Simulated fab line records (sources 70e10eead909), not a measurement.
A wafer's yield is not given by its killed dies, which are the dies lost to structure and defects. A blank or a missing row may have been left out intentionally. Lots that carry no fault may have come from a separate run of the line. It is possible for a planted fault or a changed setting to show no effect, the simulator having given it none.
The tool behind it: which one?    flow nand harc    18 wafers from 6 lots sampled at 5 of the route's 1302 steps

== WHAT EACH GAUGE READ, for each wafer ==
NHARC_END_SORT_01.
lot    measured    on    killed at array

== EACH LOT AND THE TOOL THAT RAN IT (in order: tool; ch and the chambers of the sampled wafers; start) ==
lot   NHARC_A_STAIRCASE_DEP_325        NHARC_A_BONDPAD_PRE_CLEAN_26             NHARC_A_BONDPAD_ANNEAL_28         NHARC_A_BONDPAD_CMP_19
L682  pecvd-04 ch 1,2, day 18 11:13    pvd sputter-01, day 23 06:26 or earlier  rtp anneal-02 ch 0, day 23 06:26  cmp-02 ch 0,2, day 23 06:44
L685  pecvd-01 ch 0,1, day 20 03:19    pvd sputter-01, day 25 03:47 or earlier  rtp anneal-02 ch 0, day 25 03:47  cmp-04 ch 1,2, day 25 04:01
L696  pecvd-01 ch 0,2, day 24 07:31    pvd sputter-03, day 28 20:17 or earlier  rtp anneal-01 ch 0, day 28 20:17  cmp-04 ch 0,1,2, day 28 20:37
L700  pecvd-01 ch 1,2, day 26 01:08    pvd sputter-01, day 30 12:20 or earlier  rtp anneal-01 ch 0, day 30 12:20  cmp-04 ch 0,1, day 30 12:42
L701  pecvd-03 ch 0,1,2, day 26 08:25  pvd sputter-02, day 31 04:58 or earlier  rtp anneal-02 ch 0, day 31 04:58  cmp-04 ch 1,3, day 31 05:21
L704  pecvd-01 ch 0,1,2, day 27 12:08  pvd sputter-01, day 32 02:23 or earlier  rtp anneal-01 ch 0, day 32 02:23  cmp-04 ch 0,2,3, day 32 02:46
- NHARC_A_STAIRCASE_DEP_325: deposits SiO2, target thk 7200 nm.
- NHARC_A_BONDPAD_PRE_CLEAN_26: time 30 s.
- NHARC_A_BONDPAD_ANNEAL_28: time 90 s.
- NHARC_A_BONDPAD_CMP_19: polishes, t overpolish 30 s, cu recess touch 16 s, target thk 169.82 nm.

== THE ANSWER, worked out from the rows above alone ==
Rule: the lots themselves supply what counts as usual. Put in order of their means at a reading, lots are off if they are a third of the lots or fewer, leave a main group of 4 or more, and stand apart from it by a gap of 3 or more times the standard deviation of the main group's means; of several such gaps the widest counts. The tables above print the reading to a certain number of digits; a main group whose means all agree to those digits is not used. A lot without any number at a reading at which 4 lots or more have one is off too. All remaining lots with rows at the step are treated as sound.
Nothing can be told from this: no lot is off at any reading shown.

== WHAT WAS PUT IN BY THE SIMULATOR ==
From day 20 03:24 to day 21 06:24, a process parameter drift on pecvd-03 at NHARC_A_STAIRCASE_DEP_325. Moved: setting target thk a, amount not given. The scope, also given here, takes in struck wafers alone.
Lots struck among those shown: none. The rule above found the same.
